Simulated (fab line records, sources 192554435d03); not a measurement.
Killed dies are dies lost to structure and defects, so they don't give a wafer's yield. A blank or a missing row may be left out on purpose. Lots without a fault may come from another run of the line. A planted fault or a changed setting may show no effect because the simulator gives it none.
fab line records | flow n5_finfet
record lots=10 wafers=29 last_day=18
route steps=1938 shown DUMMY_GATE@242 SPACER0@259 BEOL_M4@1111 PASSIVATION@1936
lots that met no fault: from a run of the same line without faults
start_h: hours from the record's first day to the start of the lot's first wafer shown | wait_h: hours since the lot's step before | " the same as in the row above | L1.1+2: a row that stands for several wafers | - no value, or no start given | * or withheld: withheld | < > ~ a bound
route shown NAME@n: a module of which the file shows steps, and the number in the route of the first | usual: mean/standard deviation of fault-free wafers | same: alike in all rows | chamber/n: place in a boat | sites: the reading at each site | _std_site: their standard deviation | _edge_site: outer sites' mean less inner sites' | radius_mm: how far each site lies from the wafer's centre | mask NAME#n: copy n | behind: the tool/chamber that last shaped the wafer | hold: why the lot was held/for how many hours/how that ended | device: the transistor (n, p or np) that didn't switch | end of line: the same wafers' tests at the end of the route | a step without rows: its recipe alone | killed: dies lost to structure and defects at the first sort, not the wafer's yield | map: a wafer's dies, x killed, . not, _ none there
set.NAME: the setting as run; set.NAME@STEP: as run at that earlier step | model.NAME: the simulator's own value behind a step, which no gauge read
steps of the route over a sample of lots; a table a step, a row a wafer
services: from which hour (start_h, from the record's first day; less than 0 if before it) a tool's chamber was out of use, for how many hours, and why
## steps
# step N5_DUMMY_GATE_CD_MEAS_50
# recipe target_cd_nm=14
# usual cd_nm=14.0/0.42
# columns lot.wafer tool chamber start_h wait_h cd_nm
L280.1 cd_sem-01 - 52.72 0.0 14.1
L280.2 " - " " 14.0
L280.6 " - " " 14.5
L281.1 cd_sem-01 - 62.62 0.0 13.9
L281.2 " - " " 13.5
L281.6 " - " " 13.2
L282.1 cd_sem-03 - 67.45 0.0 14.8
L282.4 " - " " 13.9
L282.6 " - " " 14.6
L286.1 cd_sem-03 - 88.99 0.0 13.5
L286.2 " - " " 14.2
L286.6 " - " " 14.0
L294.2 cd_sem-03 - 142.40 0.0 14.1
L294.3 " - " " 14.1
L294.4 " - " " 13.3
L295.1 cd_sem-02 - 142.42 0.0 14.1
L295.3 " - " " 14.2
L295.4 " - " " 14.1
L299.4 cd_sem-02 - 165.98 0.0 14.1
L299.6 " - " " 13.8
L300.3 cd_sem-03 - 171.79 0.0 14.0
L300.4 " - " " 13.8
L300.6 " - " " 14.5
L301.1 cd_sem-02 - 177.72 0.0 15.0
L301.2 " - " " 14.9
L301.6 " - " " 14.7
L302.1 cd_sem-02 - 184.12 0.0 14.3
L302.3 " - " " 13.8
L302.6 " - " " 13.2
# step N5_DUMMY_GATE_ETCH_32
# recipe chemistry=CF4 target=SiO2 target_depth_a=35 time_s=3.9 ion_energy_ev=350 pressure_mtorr=10 icp_w=800 bias_w=400 cf4_flow_sccm=80
# usual chamber_pressure_mTorr=10.001/0.0089 drypump_motor_current_A=5.6/0.49 oes_product_au=1.002/0.016 throttle_valve_pct=21.86/0.24
# columns lot.wafer tool chamber start_h wait_h chamber_pressure_mTorr drypump_motor_current_A oes_product_au rf_hours_counter_h throttle_valve_pct
L280.1 rie_si-03 2 53.03 0.1 9.999 5.2 0.984 90 21.84
L280.2 " 1 " " 9.997 6.0 1.018 185 21.55
L280.6 " 0 " " 10.003 5.8 1.005 - 21.47
L281.1 rie_si-05 3 62.92 0.1 9.987 5.5 0.987 75 21.82
L281.2 " 2 " " 10.011 5.7 0.964 130 21.93
L281.6 " 3 " " 9.995 5.5 0.991 - 21.84
L282.1 rie_si-03 1 67.75 0.1 10.000 6.1 1.007 186 21.56
L282.4 " 2 " " 10.003 5.3 0.993 91 21.85
L282.6 " 3 " " 10.013 6.1 1.002 - 22.16
L286.1 rie_si-02 0 89.29 0.1 9.999 6.2 0.999 169 22.14
L286.2 " 1 " " 10.010 6.0 1.008 92 21.96
L286.6 " 1 " " 9.996 5.9 1.001 - 21.97
L294.2 rie_si-05 0 142.69 0.1 10.008 5.1 1.026 8 22.07
L294.3 " 1 " " 9.997 5.6 1.011 156 21.80
L294.4 " 2 " " 10.019 5.7 0.967 131 21.90
L295.1 rie_si-03 0 142.72 0.1 9.997 5.8 1.010 3 21.50
L295.3 " 1 " " 10.000 6.0 1.031 187 21.56
L295.4 " 3 " " 9.993 6.1 0.995 5 22.17
L299.4 rie_si-02 1 166.37 0.1 10.001 5.9 1.011 93 21.98
L299.6 " 3 " " 10.001 4.8 1.024 - 22.06
L300.3 rie_si-02 0 172.26 0.1 9.992 6.2 0.999 171 22.15
L300.4 " 1 " " 9.987 5.9 1.014 93 21.98
L300.6 " 2 " " 10.001 4.9 0.983 - 21.75
L301.1 rie_si-02 1 178.01 0.1 10.003 5.9 1.016 94 22.00
L301.2 " 2 " " 10.005 4.9 0.984 130 21.75
L301.6 " 0 " " 10.008 6.2 0.997 - 22.14
L302.1 rie_si-03 1 184.41 0.1 9.995 6.1 1.019 188 21.56
L302.3 " 0 " " 9.995 5.8 1.000 3 21.48
L302.6 " 1 " " 10.004 6.1 1.020 - 21.55
# step N5_DUMMY_GATE_STRIP_48
# recipe chemistry=N2/H2 time_s=20 power_w=100 temp_c=40 pressure_mtorr=100 rf_frequency_hz=6e+07 bias_power_w=3 n2_flow_sccm=300 h2_flow_sccm=300
# usual bias_power_w=2.999/0.009 chamber_pressure_mTorr=99.99/0.09 drypump_motor_current_A=5.5/0.41 oes_product_au=0.79/0.091 rf_vpp_V=45.5/0.83 showerhead_plenum_p_Torr=3.43/0.11 throttle_valve_pct=12.12/0.28
# columns lot.wafer tool chamber start_h wait_h bias_power_w chamber_pressure_mTorr drypump_motor_current_A oes_product_au rf_hours_counter_h rf_vpp_V showerhead_plenum_p_Torr throttle_valve_pct
L280.1 rie_diel-01 0 53.32 0.0 2.990 100.12 6.3 0.85 53 44.9 3.41 11.80
L280.2 " 1 " " 2.993 100.12 6.0 0.76 136 44.6 3.39 12.36
L280.6 " 2 " " 2.998 99.86 4.9 0.73 - 44.6 3.23 12.51
L281.1 rie_diel-05 2 63.22 0.0 - - - - - - - -
L281.2 " 1 " " - - - - - - - -
L281.6 " 1 " " - - - - - - - -
L282.1 rie_diel-01 0 68.05 0.0 - - - - - - - -
L282.4 " 1 " " - - - - - - - -
L282.6 " 3 " " - - - - - - - -
L286.1 rie_diel-01 1 89.64 0.0 3.003 99.98 6.1 0.76 149 45.8 3.38 12.40
L286.2 " 3 " " 3.000 100.02 5.1 0.68 248 46.3 3.19 12.53
L286.6 " 3 " " 3.000 100.11 5.1 0.68 - 45.0 3.19 12.52
L294.2 rie_diel-05 3 143.00 0.0 2.997 99.90 5.8 0.73 199 46.1 3.49 12.21
L294.3 " 1 " " 2.978 100.12 5.5 0.77 136 46.3 3.50 12.08
L294.4 " 2 " " 3.005 100.12 5.2 0.97 13 44.4 3.44 11.68
L295.1 rie_diel-01 2 143.06 0.0 2.997 100.01 4.9 0.71 218 44.0 3.22 12.59
L295.3 " 1 " " 2.989 100.01 6.1 0.73 166 45.2 3.37 12.44
L295.4 " 0 " " 2.997 99.91 6.2 0.81 81 46.1 3.40 11.85
L299.4 rie_diel-05 3 166.67 0.0 2.987 100.02 5.8 0.72 207 46.4 3.49 12.22
L299.6 " 3 " " 3.000 99.92 5.8 0.71 - 45.6 3.49 12.23
L300.3 rie_diel-05 0 172.56 0.0 2.988 99.96 6.0 0.90 33 46.1 3.44 11.78
L300.4 " 1 " " 2.992 100.00 5.5 0.76 146 46.8 3.50 12.10
L300.6 " 2 " " 3.008 99.98 5.2 0.93 - 45.2 3.44 11.71
L301.1 rie_diel-06 2 178.31 0.0 2.994 99.92 5.5 0.87 49 45.9 3.44 11.90
L301.2 " 3 " " 2.998 99.99 5.6 0.69 223 46.2 3.46 12.36
L301.6 " 1 " " 3.020 100.01 5.6 0.87 - 45.9 3.57 11.92
L302.1 rie_diel-06 1 184.76 0.0 3.003 100.09 5.6 0.86 45 46.0 3.57 11.94
L302.3 " 0 " " 2.995 100.06 5.0 0.74 170 45.7 3.51 12.22
L302.6 " 2 " " 2.994 100.14 5.5 0.86 - 45.1 3.44 11.92
# step N5_SPACER0_ALD_00
# recipe material=SiOCN target_thk_a=35 temp_c=400 ald_precursor_family=alkyl-aminosilane ald_co_reactant=O2/N2-plasma pulse_time_s=3 purge_time_s=2 co_reactant_purge_time_s=2 ald_cycles=58 pressure_torr=2
# usual heater_power_w=833/81 precursor_pulse_height_rel=1.000/0.019
# columns lot.wafer tool chamber start_h wait_h heater_power_w precursor_pulse_height_rel
L280.1 ald_sin-03 2 54.53 0.1 813 0.993
L280.2 " 1 " " 771 0.970
L280.6 " 1 " " 769 0.962
L281.1 ald_sin-02 2 63.63 0.1 818 1.012
L281.2 " 1 " " 746 1.007
L281.6 " 3 " " 946 1.025
L282.1 ald_sin-02 1 68.43 0.1 741 1.017
L282.4 " 0 " " 753 0.999
L282.6 " 3 " " 920 1.012
L286.1 ald_sin-03 3 90.21 0.1 799 0.997
L286.2 " 2 " " 843 0.976
L286.6 " 1 " " 787 0.981
L294.2 ald_sin-03 3 144.08 0.1 811 0.986
L294.3 " 2 " " 823 0.997
L294.4 " 0 " " 907 1.000
L295.1 ald_sin-03 1 144.61 0.1 767 1.027
L295.3 " 0 " " 904 1.019
L295.4 " 2 " " 837 0.970
L299.4 ald_sin-02 1 167.05 0.1 729 1.008
L299.6 " 0 " " 771 0.986
L300.3 ald_sin-01 3 172.93 0.1 829 0.984
L300.4 " 2 " " 994 1.000
L300.6 " 0 " " 746 0.994
L301.1 ald_sin-03 2 178.68 0.1 832 0.983
L301.2 " 3 " " 794 0.991
L301.6 " 0 " " 932 0.962
L302.1 ald_sin-03 0 186.16 0.1 936 0.983
L302.3 " 2 " " 846 0.993
L302.6 " 1 " " 783 1.004
# step N5_BEOL_M4_RC_MEAS_101
# usual DIBL_N=36.1/1.9 DIBL_P=36.4/2.5 IOFF_N=0.16/0.036 IOFF_P=0.22/0.038 ION_N=672/11 ION_P=462/8 SS_N=71.6/0.68 SS_P=73.3/0.77 VT_N=250/3.3 VT_P=-250/3.6
# columns lot.wafer tool chamber start_h wait_h DIBL_N[mV/V] DIBL_P[mV/V] IOFF_N[nA/um] IOFF_P[nA/um] ION_N[uA/um] ION_P[uA/um] SS_N[mV/dec] SS_P[mV/dec] VT_N[mV] VT_P[mV]
L280.1 prober-02 0 195.19 0.0 36.0 37.4 0.15 0.20 672 462 71.8 72.7 253 -249
L280.2 " 0 " " 37.3 39.0 0.18 0.24 677 466 72.3 73.0 248 -245
L280.6 " 0 " " 34.0 34.3 0.12 0.16 667 459 70.9 72.2 255 -253
L281.1 prober-02 0 198.57 0.0 35.8 34.5 0.14 0.20 664 457 70.9 72.5 252 -250
L281.2 " 0 " " 37.0 37.0 0.16 0.23 664 454 72.2 74.0 251 -248
L281.6 " 0 " " 36.3 37.3 0.16 0.24 679 465 71.7 73.3 249 -247
L282.1 prober-01 0 199.49 0.0 32.8 33.3 0.12 0.19 667 460 70.5 72.5 253 -251
L282.4 " 0 " " 32.5 31.6 0.11 0.15 651 446 70.9 72.8 256 -254
L282.6 " 0 " " 31.0 30.9 0.10 0.15 652 457 70.5 71.2 254 -253
L286.1 prober-01 0 222.05 0.0 36.7 37.6 0.18 0.25 683 469 72.4 73.7 249 -246
L286.2 " 0 " " 35.2 34.0 0.14 0.19 671 462 72.2 72.9 251 -253
L286.6 " 0 " " 36.3 36.4 0.17 0.23 680 468 71.4 73.7 247 -248
L294.2 prober-01 0 288.11 0.2 34.9 33.6 0.13 0.24 663 472 70.4 72.7 251 -243
L294.3 " 0 " " 35.8 32.5 0.14 0.22 660 463 70.8 73.4 250 -242
L294.4 " 0 " " 37.4 36.1 0.16 0.30 672 474 71.4 73.4 252 -240
L295.1 prober-02 0 289.52 0.0 33.1 33.5 0.11 0.17 656 454 71.2 73.2 253 -254
L295.3 " 0 " " 34.7 34.3 0.13 0.18 653 446 72.0 73.1 254 -254
L295.4 " 0 " " 35.3 36.8 0.16 0.21 683 461 71.8 73.9 249 -253
L299.4 prober-01 0 310.98 0.5 33.9 32.8 0.14 0.20 669 474 71.3 71.6 251 -247
L299.6 " 0 " " 34.4 35.4 0.14 0.23 675 474 71.8 73.3 252 -244
L300.3 prober-02 0 319.21 0.3 36.8 36.3 0.16 0.22 688 470 71.9 73.3 249 -249
L300.4 " 0 " " 36.6 34.5 0.15 0.20 669 459 71.0 73.1 253 -250
L300.6 " 0 " " 33.1 31.4 0.10 0.15 654 459 70.5 72.1 255 -255
L301.1 prober-02 0 326.95 0.0 32.3 33.4 0.13 0.16 667 454 70.2 72.0 253 -254
L301.2 " 0 " " 33.8 34.3 0.15 0.17 667 457 70.9 71.7 252 -254
L301.6 " 0 " " 34.3 33.7 0.15 0.16 660 449 72.2 72.4 254 -255
L302.1 prober-01 0 328.62 0.0 36.8 36.1 0.15 0.17 663 446 71.7 73.0 253 -254
L302.3 " 0 " " 36.1 33.4 0.13 0.14 655 442 71.0 71.8 256 -258
L302.6 " 0 " " 36.7 35.1 0.14 0.16 660 445 72.1 73.0 255 -257
# step N5_PASSIVATION_PROBE_49
# usual defect_limited_yield=91.2/1.4 killed_at_M0_to_M3=34/11 killed_at_M4_up=14/6.3 killed_at_contacts=13/7.4 killed_at_front_end=38/11 killed_at_other=4.3/2.9 killed_dies=103/17 killed_on_rim=14/4.1 killed_open=68/12 killed_short=34/8 sort_bin_5_function=5.1/0.9 sort_bin_6_memory=3.3/0.66 sort_n_pass=1077/17 sort_yield_pct=91.2/1.4
# same gross_dies=1180 killed_at_back_side=0 sort_bin_4_leakage[%]=0 sort_bin_8_speed[%]=0
# columns lot.wafer tool chamber start_h wait_h defect_limited_yield[%] killed_at_M0_to_M3 killed_at_M4_up killed_at_contacts killed_at_front_end killed_at_other killed_dies killed_on_rim killed_open killed_short sort_bin_5_function[%] sort_bin_6_memory[%] sort_n_pass sort_yield_pct[%]
L280.1 prober-01 - 308.64 0.0 92.2 41 14 6 26 5 92 13 66 24 4.4 3.1 1088 92.2
L280.2 prober-01 - 308.69 0.1 91.2 30 16 10 41 7 104 9 66 35 5.3 3.4 1076 91.2
L280.6 prober-01 - 308.89 0.3 93.1 20 7 8 41 5 81 13 54 25 4.3 2.3 1099 93.1
L282.1 prober-01 - 309.80 0.0 90.9 42 15 7 38 5 107 14 71 36 4.7 4.1 1073 90.9
L282.4 prober-01 - 309.95 0.2 91.1 39 13 13 39 1 105 7 66 34 5.0 3.3 1075 91.1
L282.6 prober-01 - 310.05 0.3 94.0 25 13 3 29 1 71 7 45 26 4.0 1.9 1109 94.0
L281.1 prober-02 - 310.35 0.0 89.9 31 17 25 45 1 119 13 78 37 6.4 3.5 1061 89.9
L281.2 prober-02 - 310.40 0.1 89.4 29 13 19 62 2 125 15 82 42 6.3 4.1 1055 89.4
L281.6 prober-02 - 310.60 0.3 90.6 28 12 16 49 6 111 14 76 33 5.4 3.8 1069 90.6
L286.1 prober-02 - 332.77 0.0 89.2 30 20 21 52 5 128 22 93 35 6.0 4.5 1052 89.2
L286.2 prober-02 - 332.82 0.1 89.6 17 30 14 60 2 123 18 88 35 6.4 3.6 1057 89.6
L286.6 prober-02 - 333.02 0.3 86.9 43 23 22 65 1 154 20 108 46 7.4 4.7 1026 86.9
L295.1 prober-02 - 392.85 0.0 93.1 32 16 8 23 3 82 13 56 26 4.4 2.5 1098 93.1
L295.3 prober-02 - 392.95 0.1 91.1 47 10 2 43 3 105 17 72 33 5.1 3.1 1075 91.1
L295.4 prober-02 - 393.00 0.2 89.1 39 10 8 70 2 129 10 70 58 6.5 3.7 1051 89.1
L294.2 prober-01 - 397.73 0.1 92.5 12 15 7 46 8 88 12 59 24 4.7 2.6 1092 92.5
L294.3 prober-01 - 397.78 0.1 91.0 22 28 7 46 3 106 21 71 31 4.9 3.7 1074 91.0
L294.4 prober-01 - 397.83 0.2 93.1 25 14 7 32 3 81 10 51 29 3.9 2.6 1099 93.1
L299.4 prober-01 - 424.26 0.2 88.8 47 27 10 44 4 132 14 95 37 6.9 3.8 1048 88.8
L299.6 prober-01 - 424.36 0.3 86.7 62 18 5 69 3 157 18 103 54 8.3 4.6 1023 86.7
L300.3 prober-02 - 430.55 0.1 90.8 49 18 2 38 2 109 16 72 37 5.6 3.3 1071 90.8
L300.4 prober-02 - 430.60 0.2 90.9 52 12 13 28 2 107 12 72 35 5.7 3.3 1073 90.9
L300.6 prober-02 - 430.70 0.3 89.5 56 13 6 46 3 124 16 89 35 5.6 4.4 1056 89.5
L301.1 prober-01 - 436.90 0.0 89.6 42 26 11 43 1 123 15 77 44 5.8 4.4 1057 89.6
L301.2 prober-01 - 436.95 0.1 92.5 29 17 19 23 1 89 20 63 26 4.7 2.5 1091 92.5
L301.6 prober-01 - 437.15 0.3 92.1 41 12 13 24 3 93 8 54 37 4.6 2.7 1087 92.1
L302.1 prober-01 - 439.94 0.0 91.0 30 22 12 37 5 106 8 72 31 5.1 3.6 1074 91.0
L302.3 prober-01 - 440.04 0.1 92.4 30 12 9 33 6 90 11 59 29 4.2 3.2 1090 92.4
L302.6 prober-01 - 440.19 0.3 88.9 55 14 13 46 3 131 18 87 43 6.7 4.2 1049 88.9
# killed by level:class
L280.1 BEOL_M1:geometric_particle:open=10 FIN_SAQP:geometric_particle:open=9 BEOL_M3:geometric_particle:open=9 MOL_CONTACT_COAG:geometric_particle:open=6 BEOL_M0_SAQP:geometric_particle:short=6 FIN_SAQP:geometric_particle:short=5 BEOL_M0_SAQP:geometric_particle:open=5 BEOL_M4:geometric_particle:open=5
L280.2 FIN_SAQP:geometric_particle:open=15 BEOL_M1:geometric_particle:open=11 FIN_SAQP:geometric_particle:short=7 MOL_CONTACT_COAG:geometric_particle:open=7 BEOL_M3:geometric_particle:open=6 BEOL_M4:geometric_particle:open=6 GATE_CUT:geometric_particle:short=4 BEOL_M6:geometric_particle:open=3
L280.6 FIN_SAQP:geometric_particle:open=16 STI_FIN_REVEAL:geometric_particle:open=7 FIN_SAQP:geometric_particle:short=6 MOL_CONTACT_COAG:geometric_particle:open=6 BEOL_M3:geometric_particle:open=6 GATE_CUT:geometric_particle:short=4 STARTING-WAFER:geometric_particle:open=4 BEOL_M0_SAQP:geometric_particle:open=3
L282.1 BEOL_M0_SAQP:geometric_particle:open=14 FIN_SAQP:geometric_particle:short=12 BEOL_M1:geometric_particle:open=11 MOL_CONTACT_COAG:geometric_particle:open=6 BEOL_M0_SAQP:geometric_particle:short=6 DUMMY_GATE:geometric_particle:open=5 FIN_SAQP:geometric_particle:open=4 BEOL_M2:geometric_particle:open=4
L282.4 BEOL_M1:geometric_particle:open=14 BEOL_M3:geometric_particle:open=14 MOL_CONTACT_COAG:geometric_particle:open=10 FIN_SAQP:geometric_particle:short=7 FIN_SAQP:geometric_particle:open=5 ILD0:geometric_particle:short=4 BEOL_M4:geometric_particle:open=4 STARTING-WAFER:geometric_particle:short=4
L282.6 BEOL_M1:geometric_particle:open=10 STI_FIN_REVEAL:geometric_particle:open=5 BEOL_M0_SAQP:geometric_particle:short=5 DUMMY_GATE:geometric_particle:open=4 BEOL_M5:geometric_particle:open=4 DUMMY_GATE:geometric_particle:short=3 GATE_CUT:geometric_particle:short=3 MOL_CONTACT_COAG:geometric_particle:short=3
L281.1 MOL_CONTACT_COAG:geometric_particle:open=21 FIN_SAQP:geometric_particle:short=11 BEOL_M0_SAQP:geometric_particle:open=11 STI_FIN_REVEAL:geometric_particle:open=9 FIN_SAQP:geometric_particle:open=6 BEOL_M0_SAQP:geometric_particle:short=6 BEOL_M0:geometric_particle:open=5 GATE_CUT:geometric_particle:short=4
L281.2 MOL_CONTACT_COAG:geometric_particle:open=16 STI_FIN_REVEAL:geometric_particle:open=14 FIN_SAQP:geometric_particle:short=10 FIN_SAQP:geometric_particle:open=9 BEOL_M1:geometric_particle:open=9 BEOL_M0:geometric_particle:open=6 BEOL_M4:geometric_particle:open=6 SPACER0:geometric_particle:open=5
L281.6 MOL_CONTACT_COAG:geometric_particle:open=13 STI_FIN_REVEAL:geometric_particle:open=9 BEOL_M0_SAQP:geometric_particle:open=9 FIN_SAQP:geometric_particle:open=8 BEOL_M0_SAQP:geometric_particle:short=8 FIN_SAQP:geometric_particle:short=7 SPACER0:geometric_particle:open=5 GATE_CUT:geometric_particle:open=5
L286.1 MOL_CONTACT_COAG:geometric_particle:open=18 STI_FIN_REVEAL:geometric_particle:open=16 BEOL_M4:geometric_particle:open=8 FIN_SAQP:geometric_particle:open=7 BEOL_M0_SAQP:geometric_particle:open=7 STI_FIN_REVEAL:geometric_particle:short=5 GATE_CUT:geometric_particle:short=5 BEOL_M0_SAQP:geometric_particle:short=5
L286.2 STI_FIN_REVEAL:geometric_particle:open=23 MOL_CONTACT_COAG:geometric_particle:open=12 BEOL_M4:geometric_particle:open=10 FIN_SAQP:geometric_particle:short=9 FIN_SAQP:geometric_particle:open=8 BEOL_M5:geometric_particle:open=6 STI_FIN_REVEAL:geometric_particle:short=4 ILD0:geometric_particle:short=4
L286.6 MOL_CONTACT_COAG:geometric_particle:open=19 FIN_SAQP:geometric_particle:open=12 STI_FIN_REVEAL:geometric_particle:open=12 BEOL_M1:geometric_particle:open=12 FIN_SAQP:geometric_particle:short=11 BEOL_M4:geometric_particle:open=10 BEOL_M3:geometric_particle:open=9 GATE_CUT:geometric_particle:short=7
L295.1 BEOL_M0_SAQP:geometric_particle:short=8 BEOL_M4:geometric_particle:open=8 MOL_CONTACT_COAG:geometric_particle:open=7 BEOL_M0_SAQP:geometric_particle:open=6 BEOL_M2:geometric_particle:open=6 FIN_SAQP:geometric_particle:open=5 FIN_SAQP:geometric_particle:short=5 GATE_CUT:geometric_particle:open=5
L295.3 FIN_SAQP:geometric_particle:open=18 FIN_SAQP:geometric_particle:short=10 BEOL_M0_SAQP:geometric_particle:open=10 BEOL_M2:geometric_particle:open=10 BEOL_M0_SAQP:geometric_particle:short=8 BEOL_M3:geometric_particle:open=7 BEOL_M1:geometric_particle:open=5 STARTING-WAFER:geometric_particle:short=3
L295.4 FIN_SAQP:geometric_particle:short=26 FIN_SAQP:geometric_particle:open=20 BEOL_M0_SAQP:geometric_particle:open=16 BEOL_M0_SAQP:geometric_particle:short=12 MOL_CONTACT_COAG:geometric_particle:open=6 GATE_CUT:geometric_particle:short=5 BEOL_M1:geometric_particle:open=4 DUMMY_GATE:geometric_particle:short=3
L294.2 STI_FIN_REVEAL:geometric_particle:open=15 FIN_SAQP:geometric_particle:open=5 FIN_SAQP:geometric_particle:short=5 DUMMY_GATE:geometric_particle:open=4 MOL_CONTACT_COAG:geometric_particle:short=4 BEOL_M0_SAQP:geometric_particle:open=4 BEOL_M3:geometric_particle:open=4 BEOL_M4:geometric_particle:open=4
L294.3 STI_FIN_REVEAL:geometric_particle:open=20 BEOL_M4:geometric_particle:open=17 FIN_SAQP:geometric_particle:short=7 BEOL_M0_SAQP:geometric_particle:open=7 MOL_CONTACT_COAG:geometric_particle:open=6 GATE_CUT:geometric_particle:short=5 BEOL_M3:geometric_particle:open=4 BEOL_M0_SAQP:geometric_particle:short=4
L294.4 FIN_SAQP:geometric_particle:short=9 BEOL_M4:geometric_particle:open=7 STI_FIN_REVEAL:geometric_particle:open=6 MOL_CONTACT_COAG:geometric_particle:open=6 BEOL_M0_SAQP:geometric_particle:open=6 DUMMY_GATE:geometric_particle:open=5 BEOL_M0_SAQP:geometric_particle:short=5 FIN_SAQP:geometric_particle:open=4
L299.4 BEOL_M4:geometric_particle:open=16 BEOL_M1:geometric_particle:open=11 BEOL_M3:geometric_particle:open=11 FIN_SAQP:geometric_particle:short=9 STI_FIN_REVEAL:geometric_particle:open=9 MOL_CONTACT_COAG:geometric_particle:open=9 FIN_SAQP:geometric_particle:open=8 BEOL_M0_SAQP:geometric_particle:open=6
L299.6 STI_FIN_REVEAL:geometric_particle:open=17 BEOL_M1:geometric_particle:open=17 FIN_SAQP:geometric_particle:open=15 BEOL_M3:geometric_particle:open=15 FIN_SAQP:geometric_particle:short=11 BEOL_M4:geometric_particle:open=8 BEOL_M0_SAQP:geometric_particle:short=6 BEOL_M0_SAQP:geometric_particle:open=6
L300.3 BEOL_M0_SAQP:geometric_particle:short=15 BEOL_M4:geometric_particle:open=13 BEOL_M1:geometric_particle:open=11 BEOL_M3:geometric_particle:open=9 STI_FIN_REVEAL:geometric_particle:open=8 FIN_SAQP:geometric_particle:open=7 FIN_SAQP:geometric_particle:short=5 STI_FIN_REVEAL:geometric_particle:short=4
L300.4 BEOL_M0_SAQP:geometric_particle:short=14 MOL_CONTACT_COAG:geometric_particle:open=12 BEOL_M3:geometric_particle:open=12 BEOL_M1:geometric_particle:open=9 FIN_SAQP:geometric_particle:short=7 BEOL_M0_SAQP:geometric_particle:open=7 BEOL_M4:geometric_particle:open=7 BEOL_M2:geometric_particle:open=5
L300.6 BEOL_M0_SAQP:geometric_particle:short=17 BEOL_M0_SAQP:geometric_particle:open=16 STI_FIN_REVEAL:geometric_particle:open=15 FIN_SAQP:geometric_particle:open=14 BEOL_M4:geometric_particle:open=11 BEOL_M2:geometric_particle:open=10 MOL_CONTACT_COAG:geometric_particle:open=6 BEOL_M1:geometric_particle:open=5
L301.1 BEOL_M4:geometric_particle:open=17 FIN_SAQP:geometric_particle:short=16 BEOL_M0_SAQP:geometric_particle:short=14 BEOL_M3:geometric_particle:open=12 MOL_CONTACT_COAG:geometric_particle:open=10 FIN_SAQP:geometric_particle:open=9 BEOL_M0_SAQP:geometric_particle:open=7 STI_FIN_REVEAL:geometric_particle:open=5
L301.2 MOL_CONTACT_COAG:geometric_particle:open=13 FIN_SAQP:geometric_particle:short=11 BEOL_M2:geometric_particle:open=10 BEOL_M4:geometric_particle:open=9 BEOL_M0_SAQP:geometric_particle:open=7 MOL_CONTACT_COAG:geometric_particle:short=6 BEOL_M3:geometric_particle:open=5 BEOL_M0_SAQP:geometric_particle:short=4
L301.6 BEOL_M0_SAQP:geometric_particle:short=11 MOL_CONTACT_COAG:geometric_particle:open=10 BEOL_M0_SAQP:geometric_particle:open=10 BEOL_M3:geometric_particle:open=9 STI_FIN_REVEAL:geometric_particle:open=7 BEOL_M3:geometric_particle:short=5 FIN_SAQP:geometric_particle:open=4 BEOL_M4:geometric_particle:short=4
L302.1 STI_FIN_REVEAL:geometric_particle:open=12 BEOL_M0_SAQP:geometric_particle:open=11 MOL_CONTACT_COAG:geometric_particle:open=10 BEOL_M4:geometric_particle:open=10 BEOL_M0_SAQP:geometric_particle:short=7 BEOL_M2:geometric_particle:open=4 FIN_SAQP:geometric_particle:short=4 BEOL_M0:geometric_particle:open=4
L302.3 STI_FIN_REVEAL:geometric_particle:open=15 BEOL_M0_SAQP:geometric_particle:short=10 MOL_CONTACT_COAG:geometric_particle:open=8 BEOL_M0_SAQP:geometric_particle:open=8 BEOL_M4:geometric_particle:open=7 FIN_SAQP:geometric_particle:short=5 DUMMY_GATE:geometric_particle:open=4 BEOL_M3:geometric_particle:open=4
L302.6 BEOL_M0_SAQP:geometric_particle:short=18 BEOL_M0_SAQP:geometric_particle:open=15 MOL_CONTACT_COAG:geometric_particle:open=11 STI_FIN_REVEAL:geometric_particle:open=10 FIN_SAQP:geometric_particle:open=9 BEOL_M4:geometric_particle:open=8 FIN_SAQP:geometric_particle:short=7 BEOL_M2:geometric_particle:open=5
## services
# columns tool chamber start_h hours kind
rie_diel-05 2 35.50 9.6 repair
rie_si-02 1 36.21 2.5 repair
ald_sin-01 - 36.91 6.0 pm
ald_sin-03 3 43.22 17.2 repair
rie_si-03 2 44.73 1.0 repair
rie_diel-06 3 59.45 3.1 repair
rie_diel-01 - 61.65 0.1 repair
rie_diel-01 2 64.81 7.6 repair
ald_sin-02 1 70.69 31.1 repair
rie_si-02 1 70.94 3.5 repair
ald_sin-01 - 85.43 14.0 pm
rie_diel-01 3 99.51 - clean
rie_si-02 2 101.40 1.0 repair
rie_diel-05 - 114.50 1.7 repair
rie_si-03 1 116.47 1.7 repair
rie_diel-06 1 137.19 5.7 repair
rie_diel-01 - 159.20 4.3 pm
ald_sin-03 0 162.14 - calibration
rie_diel-01 0 168.31 12.2 repair
rie_diel-05 0 174.08 11.0 repair
ald_sin-01 2 175.05 4.1 repair
rie_diel-05 2 176.32 5.8 repair
rie_si-02 3 178.21 17.6 repair
ald_sin-02 - 178.62 14.0 pm
## key
first_sign step=N5_DUMMY_GATE_STRIP_48 reading=tool_record direction=missing
effect none on later readings
met_at N5_DUMMY_GATE_STRIP_48
struck_lots L281,L282
not_acting_at N5_DUMMY_GATE_CD_MEAS_50,N5_DUMMY_GATE_ETCH_32,N5_SPACER0_ALD_00
onset_between 53.32 63.22
fault kind=skipped_step_whole tool=rie_diel-01,rie_diel-05 chamber=- onset_h=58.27 steps=N5_DUMMY_GATE_STRIP_48 scope=struck_lots_only
